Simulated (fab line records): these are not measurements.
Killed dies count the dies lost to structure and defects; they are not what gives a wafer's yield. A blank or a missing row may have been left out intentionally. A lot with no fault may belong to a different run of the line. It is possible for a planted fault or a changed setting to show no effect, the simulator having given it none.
Lot-split experiment :: flow n5Finfet :: on a route of 1938 steps: 7 lots, 39 wafers read

## ON THE SPLIT
At N5_FIN_SAQP_HM_DEP_03 (deposits SiNx from SiH4/NH3/N2, target thk 38 nm, time 33.6 s), the setting timeS was moved away from the recipe's 33.6 s on 9 of the 39 wafers read, by -9.4% to +12.8%. For the rest of the wafers, this setting stayed at what the recipe calls for.

## FROM THE SPLIT TO THE READING: what the file shows between them, 5 steps
- N5_FIN_SAQP_THK_MEAS_05
- N5_FIN_SAQP_MANDREL_ETCH_58: etches a-Si in HBr/Cl2, stops on SiNx, target depth 45 nm, bt time 10 s, time 27 s (also split here: biasW)
- N5_FIN_SAQP_RECESS_63: chemistry HF/NH3, target SiO2, target depth 18 nm, afs cycles 3, sublimation time 60 s
- N5_FIN_SAQP_COAT_68: time 60 s, resist thk 100 nm
- N5_FIN_SAQP_MANDREL2_REMOVE_60: chemistry HBr/Cl2/O2, target a-Si, stops on SiNx, bt time 10 s

## THE READING
etch.depthNm (the simulator's own value, which no gauge read), in nm, at N5_FIN_SAQP_HM_OPEN_33 (chemistry CH3F/O2, target SiNx, target depth 49.4 nm, time 70.6 s). The file gives no usual value for it. The 30 wafers here that ran the recipe average 37.20 nm, standard deviation 0.69 nm.

wafer: L076.1
tool, chamber at the split: pecvd-04, 0
timeS as run, s: 33.6
against the recipe: recipe
etch.depthNm, nm: 36.27
against lot-mates on the recipe: -

wafer: L076.2
tool, chamber at the split: pecvd-04, 1
timeS as run, s: 33.6
against the recipe: recipe
etch.depthNm, nm: 36.2
against lot-mates on the recipe: -

wafer: L076.3
tool, chamber at the split: pecvd-04, 1
timeS as run, s: 33.6
against the recipe: recipe
etch.depthNm, nm: 37.08
against lot-mates on the recipe: -

wafer: L076.4
tool, chamber at the split: pecvd-04, 0
timeS as run, s: 33.6
against the recipe: recipe
etch.depthNm, nm: 36.93
against lot-mates on the recipe: -

wafer: L076.5
tool, chamber at the split: pecvd-04, 1
timeS as run, s: 33.6
against the recipe: recipe
etch.depthNm, nm: 36.44
against lot-mates on the recipe: -

wafer: L076.6
tool, chamber at the split: pecvd-04, 0
timeS as run, s: 33.6
against the recipe: recipe
etch.depthNm, nm: 37.14
against lot-mates on the recipe: -

wafer: L078.1
tool, chamber at the split: pecvd-02, 1
timeS as run, s: 33.6
against the recipe: recipe
etch.depthNm, nm: 36.73
against lot-mates on the recipe: -

wafer: L078.2
tool, chamber at the split: pecvd-02, 2
timeS as run, s: 33.6
against the recipe: recipe
etch.depthNm, nm: 36.1
against lot-mates on the recipe: -

wafer: L078.3
tool, chamber at the split: pecvd-02, 0
timeS as run, s: 33.6
against the recipe: recipe
etch.depthNm, nm: 36.17
against lot-mates on the recipe: -

wafer: L078.4
tool, chamber at the split: pecvd-02, 1
timeS as run, s: 33.6
against the recipe: recipe
etch.depthNm, nm: 36.8
against lot-mates on the recipe: -

wafer: L078.5
tool, chamber at the split: pecvd-02, 2
timeS as run, s: 33.6
against the recipe: recipe
etch.depthNm, nm: 36.07
against lot-mates on the recipe: -

wafer: L078.6
tool, chamber at the split: pecvd-02, 0
timeS as run, s: 33.6
against the recipe: recipe
etch.depthNm, nm: 36.85
against lot-mates on the recipe: -

wafer: L079.1
tool, chamber at the split: pecvd-01, 1
timeS as run, s: 33.6
against the recipe: recipe
etch.depthNm, nm: 36.89
against lot-mates on the recipe: -

wafer: L079.2
tool, chamber at the split: pecvd-01, 0
timeS as run, s: 33.6
against the recipe: recipe
etch.depthNm, nm: 37.34
against lot-mates on the recipe: -

wafer: L079.3
tool, chamber at the split: pecvd-01, 1
timeS as run, s: 33.6
against the recipe: recipe
etch.depthNm, nm: 37.92
against lot-mates on the recipe: -

wafer: L079.4
tool, chamber at the split: pecvd-01, 0
timeS as run, s: 33.6
against the recipe: recipe
etch.depthNm, nm: 37.73
against lot-mates on the recipe: -

wafer: L079.5
tool, chamber at the split: pecvd-01, 0
timeS as run, s: 33.6
against the recipe: recipe
etch.depthNm, nm: 37.89
against lot-mates on the recipe: -

wafer: L079.6
tool, chamber at the split: pecvd-01, 1
timeS as run, s: 33.6
against the recipe: recipe
etch.depthNm, nm: 37.62
against lot-mates on the recipe: -

wafer: L080.2
tool, chamber at the split: pecvd-04, 1
timeS as run, s: 33.6
against the recipe: recipe
etch.depthNm, nm: 37.45
against lot-mates on the recipe: -

wafer: L080.5
tool, chamber at the split: pecvd-04, 0
timeS as run, s: 33.6
against the recipe: recipe
etch.depthNm, nm: 37.16
against lot-mates on the recipe: -

wafer: L080.6
tool, chamber at the split: pecvd-04, 2
timeS as run, s: 33.6
against the recipe: recipe
etch.depthNm, nm: 38.23
against lot-mates on the recipe: -

wafer: L090.1
tool, chamber at the split: pecvd-04, 0
timeS as run, s: 33.6
against the recipe: recipe
etch.depthNm, nm: 37.61
against lot-mates on the recipe: -

wafer: L090.2
tool, chamber at the split: pecvd-04, 2
timeS as run, s: 35.83
against the recipe: +6.6%
etch.depthNm, nm: 41.03
against lot-mates on the recipe: +3.07

wafer: L090.3
tool, chamber at the split: pecvd-04, 1
timeS as run, s: 35.83
against the recipe: +6.6%
etch.depthNm, nm: 39.64
against lot-mates on the recipe: +1.68

wafer: L090.4
tool, chamber at the split: pecvd-04, 0
timeS as run, s: 35.83
against the recipe: +6.6%
etch.depthNm, nm: 40.68
against lot-mates on the recipe: +2.72

wafer: L090.5
tool, chamber at the split: pecvd-04, 2
timeS as run, s: 33.6
against the recipe: recipe
etch.depthNm, nm: 38.25
against lot-mates on the recipe: -

wafer: L090.6
tool, chamber at the split: pecvd-04, 1
timeS as run, s: 33.6
against the recipe: recipe
etch.depthNm, nm: 38.02
against lot-mates on the recipe: -

wafer: L094.1
tool, chamber at the split: pecvd-01, 1
timeS as run, s: 33.6
against the recipe: recipe
etch.depthNm, nm: 37.58
against lot-mates on the recipe: -

wafer: L094.2
tool, chamber at the split: pecvd-01, 2
timeS as run, s: 30.45
against the recipe: -9.4%
etch.depthNm, nm: 34.14
against lot-mates on the recipe: -3.90

wafer: L094.3
tool, chamber at the split: pecvd-01, 0
timeS as run, s: 30.45
against the recipe: -9.4%
etch.depthNm, nm: 34
against lot-mates on the recipe: -4.04

wafer: L094.4
tool, chamber at the split: pecvd-01, 1
timeS as run, s: 33.6
against the recipe: recipe
etch.depthNm, nm: 38.2
against lot-mates on the recipe: -

wafer: L094.5
tool, chamber at the split: pecvd-01, 0
timeS as run, s: 33.6
against the recipe: recipe
etch.depthNm, nm: 38.33
against lot-mates on the recipe: -

wafer: L094.6
tool, chamber at the split: pecvd-01, 2
timeS as run, s: 30.45
against the recipe: -9.4%
etch.depthNm, nm: 34.47
against lot-mates on the recipe: -3.57

wafer: L097.1
tool, chamber at the split: pecvd-04, 2
timeS as run, s: 33.6
against the recipe: recipe
etch.depthNm, nm: 36.92
against lot-mates on the recipe: -

wafer: L097.2
tool, chamber at the split: pecvd-04, 1
timeS as run, s: 33.6
against the recipe: recipe
etch.depthNm, nm: 36.51
against lot-mates on the recipe: -

wafer: L097.3
tool, chamber at the split: pecvd-04, 0
timeS as run, s: 37.9
against the recipe: +12.8%
etch.depthNm, nm: 41.49
against lot-mates on the recipe: +4.48

wafer: L097.4
tool, chamber at the split: pecvd-04, 0
timeS as run, s: 33.6
against the recipe: recipe
etch.depthNm, nm: 37.59
against lot-mates on the recipe: -

wafer: L097.5
tool, chamber at the split: pecvd-04, 1
timeS as run, s: 37.9
against the recipe: +12.8%
etch.depthNm, nm: 41.3
against lot-mates on the recipe: +4.29

wafer: L097.6
tool, chamber at the split: pecvd-04, 2
timeS as run, s: 37.9
against the recipe: +12.8%
etch.depthNm, nm: 43.1
against lot-mates on the recipe: +6.09

THE FIT
A straight line over all 39 wafers: etch.depthNm changes by +0.371 nm for each +1% of timeS; r = +0.93; the points scatter about the line by 0.73 nm.
The same after taking each lot's own level away (the mean of its wafers on the recipe; 39 wafers): +0.393 nm for each +1%; r = +0.97; scatter 0.44 nm.
The reading moves by 5 nm for the largest change in timeS, on that fit.
Measured against the standard deviation above, the lots' own levels, which go from 36.453 to 38.037 nm, span 2.3 times it.
The two slopes are in agreement: the lot-to-lot level therefore moves the slope only a little.
Check: with one of the wafers moved furthest among these (+12.8%) left out of the fit, the line predicts +5.12 nm for it against its lot-mates. Against them it came out at +4.48 nm.

## ADDITIONAL SPLITS CARRIED BY THESE WAFERS
Note: prior to the reading, these wafers also went through further splits. Each is held against what the fit with the lots' levels taken away leaves over:
other split on the same wafers: N5_FIN_SAQP_MANDREL_ETCH_58 biasW
wafers away from the commonest value: 9
r with etch.depthNm (lot level and that fit taken away): -0.06

## THE WHOLE CHAIN: every reading that the file lists as answering this split, in the file's order
step: N5_FIN_SAQP_HM_DEP_03
what it does: deposits SiNx from SiH4/NH3/N2, target thk 38 nm, time 33.6 s
reading: SiNx_of_FIN_SAQP_HM_DEP_03.thkNm (the simulator's own value, which no gauge read)
change (the file's fit): +0.397 nm for each +1% of the setting
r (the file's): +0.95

step: N5_FIN_SAQP_THK_MEAS_05
what it does: 
reading: thkNm
change (the file's fit): withheld for each +1% of the setting
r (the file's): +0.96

step: N5_FIN_SAQP_MANDREL_ETCH_58
what it does: etches a-Si in HBr/Cl2, stops on SiNx, target depth 45 nm, bt time 10 s, time 27 s
reading: SiNx_of_FIN_SAQP_HM_DEP_03.thkNm (the simulator's own value, which no gauge read)
change (the file's fit): +0.393 nm for each +1% of the setting
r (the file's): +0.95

step: N5_FIN_SAQP_HM_OPEN_33
what it does: chemistry CH3F/O2, target SiNx, target depth 49.4 nm, time 70.6 s
reading: etchRfOnTimeS
change (the file's fit): withheld for each +1% of the setting
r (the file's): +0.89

step: N5_FIN_SAQP_HM_OPEN_33
what it does: chemistry CH3F/O2, target SiNx, target depth 49.4 nm, time 70.6 s
reading: etch.depthNm (the simulator's own value, which no gauge read)
change (the file's fit): +0.392 nm for each +1% of the setting
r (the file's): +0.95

## FILE'S OWN FIT
etch.depthNm changes by +0.392 nm for each +1% of timeS, r = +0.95.
